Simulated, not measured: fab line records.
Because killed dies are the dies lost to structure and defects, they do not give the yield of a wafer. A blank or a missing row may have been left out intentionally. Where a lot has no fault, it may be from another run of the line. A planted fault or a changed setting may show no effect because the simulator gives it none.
Problem report in the 8D (eight disciplines) form, filled by code :: flow n5-finfet :: the parts of the form that need people (team, actions taken, sign-off) are left out

1. THE PROBLEM
Mean M8_OVL at N5_BEOL_M8_OVL_MEAS_12: 19.0 nm over 6 wafers in 2 lots; fault-free wafers: -0.3 nm, standard deviation 0.79. Measured from the usual mean, that is +24 standard deviations.
Earliest sighting: wafer L790.2 on overlay-01 at day 10 22:44. Wafers with a number at this step in the record: 34, from 12 lots. By rule, "out" or "out of limits" means more than 4 standard deviations away from the usual mean. The rest of the wafers with a number are treated as sound.

2. WHAT IT IS, AND WHAT IT ISN'T
question: which readings at this step
is: M8_OVL
is not: -

question: which lots
is: L790, L791
is not: L783, L784, L785, L786, L792, L793, L801, L803, L804, L806

question: which wafers of those lots
is: all that have a number
is not: -

question: read on which gauges
is: overlay-01, overlay-02
is not: -

question: when
is: from day 10 22:44
is not: up to then (11 sound wafers); but 17 sound wafers of L792, L793, L801, L803, L804, L806 came after

3. WHAT RULES OUT EACH SUSPECT
Counting: a tool at any process step up to the reading remains a suspect when it ran all the lots that are out and ran no sound lot after the first of those.
- ruled out: the gauge at N5_BEOL_M8_OVL_MEAS_12. 2 gauges (overlay-01, overlay-02) read the wafers that are out.
- arfi-scanner-01 at N5_BEOL_M8_EXPOSE_08 (exposes mask M8): kept. It ran every lot that is out, first L790 (day 10 22:35), and no sound lot after that; its last sound lot up to then is L786 (day 9 23:37).
After counting, what remains is arfi-scanner-01 at N5_BEOL_M8_EXPOSE_08.

4. THE CAUSE (what the simulator had put in)
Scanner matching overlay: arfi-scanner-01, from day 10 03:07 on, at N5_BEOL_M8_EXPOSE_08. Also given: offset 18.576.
The count eliminated every tool but this one.

5. SEQUENCE OF EFFECTS, ordered by route
Each row: a reading whose mean over the struck wafers that have a number lies more than 3 standard deviations from the usual. Readings are gone through only where the record gives a usual standard deviation; hours: the median, over the lots, of the time from a lot's start at the first step in this table giving one to that lot's start at this step; sigmas: the change measured in usual standard deviations.
hours: 0
step: N5_BEOL_M8_OVL_MEAS_12
reading: M8_OVL
usual: -0.3 nm
on struck wafers: 19.0
change: +19.3
sigmas: +24

6. WHAT WOULD HAVE CAUGHT IT SOONER
20 hours passed between the start of the fault at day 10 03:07 and the first reading out of limits at a measuring or inspecting step in this record, taken at day 10 22:44.
Lots out: 2; of these, L791 started N5_BEOL_M8_EXPOSE_08 on arfi-scanner-01 after day 10 22:44. Had the tool been put on hold then, it would have been spared.
